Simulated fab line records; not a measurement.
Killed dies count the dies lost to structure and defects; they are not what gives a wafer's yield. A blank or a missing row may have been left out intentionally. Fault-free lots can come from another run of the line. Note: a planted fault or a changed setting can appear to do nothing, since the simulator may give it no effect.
Matching of chambers    flow n5-finfet    N5_BEOL_M11_STRIP_36 on rie-diel-02: 4 sister chambers
The step strips in N2/H2. 4 wafers are shown with their chamber, then 7 later ones without.

== EACH WAFER AND ITS CHAMBER ==
wafer   chamber  showerhead-plenum-p-Torr (Torr)
L076.4  3        2.49
L089.6  1        2.47
L092.1  2        2.68
L092.4  0        2.51

== WAFERS WHOSE CHAMBER IS MISSING ==
wafer   showerhead-plenum-p-Torr (Torr)
L092.6  2.51
L093.1  2.48
L093.2  2.46
L093.4  2.51
L095.3  2.48
L095.5  2.46
L095.6  2.48

== CHAMBER TAKEN BY EACH ==
wafer   from the rows above      in truth
L092.6  0                        0
L093.1  can't be placed: 1 or 3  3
L093.2  1                        1
L093.4  0                        0
L095.3  can't be placed: 1 or 3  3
L095.5  1                        1
L095.6  can't be placed: 1 or 3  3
Placed correctly: 4 of 7. Cannot be placed on the basis of these rows: 3; the candidates contain the true chamber in 3. Wrongly placed: 0.
How it was worked out, from the rows above alone: a wafer's distance from a chamber is the root of the sum, over the readings, of the square of ((its reading less the chamber's mean) divided by the reading's scatter). The wafer belongs to the nearest chamber; if the next one is less than 2 further off, it can't be placed. The mean given for a chamber averages the wafers shown for that chamber. The scatter: with one shown wafer a chamber, the root of the mean of the squares of how far each hidden wafer lies from its nearest shown one.
